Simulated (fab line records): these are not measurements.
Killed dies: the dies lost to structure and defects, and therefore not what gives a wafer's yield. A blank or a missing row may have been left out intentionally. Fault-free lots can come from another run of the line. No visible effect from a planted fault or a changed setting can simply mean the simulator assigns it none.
A single fault, viewed from 3 desks ; flow n5_finfet ; each desk has only its own numbers; what lay behind them comes last

## METROLOGY DESK
Means of the sampled wafers that have a number, per lot and without regard to the tool the lot ran on: this is what the gauges read. If a lot's mean is further than 4 standard deviations from the usual mean, the lot is out of limits and carries the mark OUT (the distance appears in the brackets).
Columns: A = cd_nm at N5_BEOL_M9_CD_MEAS_18, usual 70.1 nm; B = cd_nm at N5_BEOL_M9_CD_MEAS_28, usual 70.01 nm; C = V8_OVL at N5_BEOL_M9_OVL_MEAS_29, usual 0.2 nm
lot;first seen here;A;B;C
L839;day 11 07:49;70.1;70.00;0.7
L847;day 14 10:20;70.6;69.84;-0.3
L857;day 15 00:32;70.4;69.79;-0.0
L851;day 15 00:43;69.7;70.04;-0.2
L844;day 17 13:59;69.8;70.01;0.7
L859;day 18 05:37;69.9;70.15;-0.4
This desk's verdict: no lot among the 6 shows anything out of limits.

## TOOL OWNER'S DESK, litho_track-02
The tool's own readings at N5_BEOL_M9_COAT_22 (resist thk 30 nm): means of the sampled wafers that have a number, for each lot that ran on this tool. If a lot's mean is further than 4 standard deviations from the usual mean, the lot is out of limits and carries the mark OUT (the distance appears in the brackets).
Columns: A = chill_plate_temp_C at N5_BEOL_M9_COAT_22, usual 22.99 C; B = spin_speed_rpm at N5_BEOL_M9_COAT_22, usual 1499.9 rpm
lot;first seen here;A;B
L839;day 11 07:52;22.90;1500.5
L847;day 14 10:23;22.93;1569.7 (+71) OUT
L851;day 15 03:26;22.97;1568.6 (+69) OUT
This desk's verdict: out of limits on L847, L851, starting with L847 at day 14 10:23 (spin_speed_rpm at N5_BEOL_M9_COAT_22). L839: within limits.

## THE DEFECT DESK
Inspection counts along the route, by lot: the mean over sampled wafers that carry a number. If a lot's mean is further than 4 standard deviations from the usual mean, the lot is out of limits and carries the mark OUT (the distance appears in the brackets).
Columns: A = raw_defect_count at N5_BEOL_M9_INSPECT_13, usual 424; B = raw_defect_count at N5_BEOL_M9_INSPECT_30, usual 430
lot;first seen here;A;B
L839;day 11 07:20;539;502
L847;day 14 09:50;366;372
L857;day 14 23:40;493;493
L851;day 15 00:09;461;445
L844;day 17 13:19;325;353
L859;day 18 04:58;385;375
This desk's verdict: no lot among the 6 shows anything out of limits.

## BROUGHT TOGETHER
An alarm could have come from the tool owner's desk at day 14 10:23, on L847, L851.
At the metrology desk, nothing out of limits was observed.
No out-of-limits result turned up at the defect desk.
The metrology desk holds a record of L847, L851, inside its limits.
The defect desk has L847, L851 on record, within its limits.
Of the lots named, all ran N5_BEOL_M9_COAT_22 on litho_track-02.

## WHAT HAD BEEN PUT IN BY THE SIMULATOR
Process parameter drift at N5_BEOL_M9_COAT_22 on litho_track-02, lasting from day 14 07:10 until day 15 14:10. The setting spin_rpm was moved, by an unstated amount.
Lots struck among those shown: L847, L851.
Delay in hours, fault start to first out-of-limits reading, by desk: the tool owner's desk at 3.
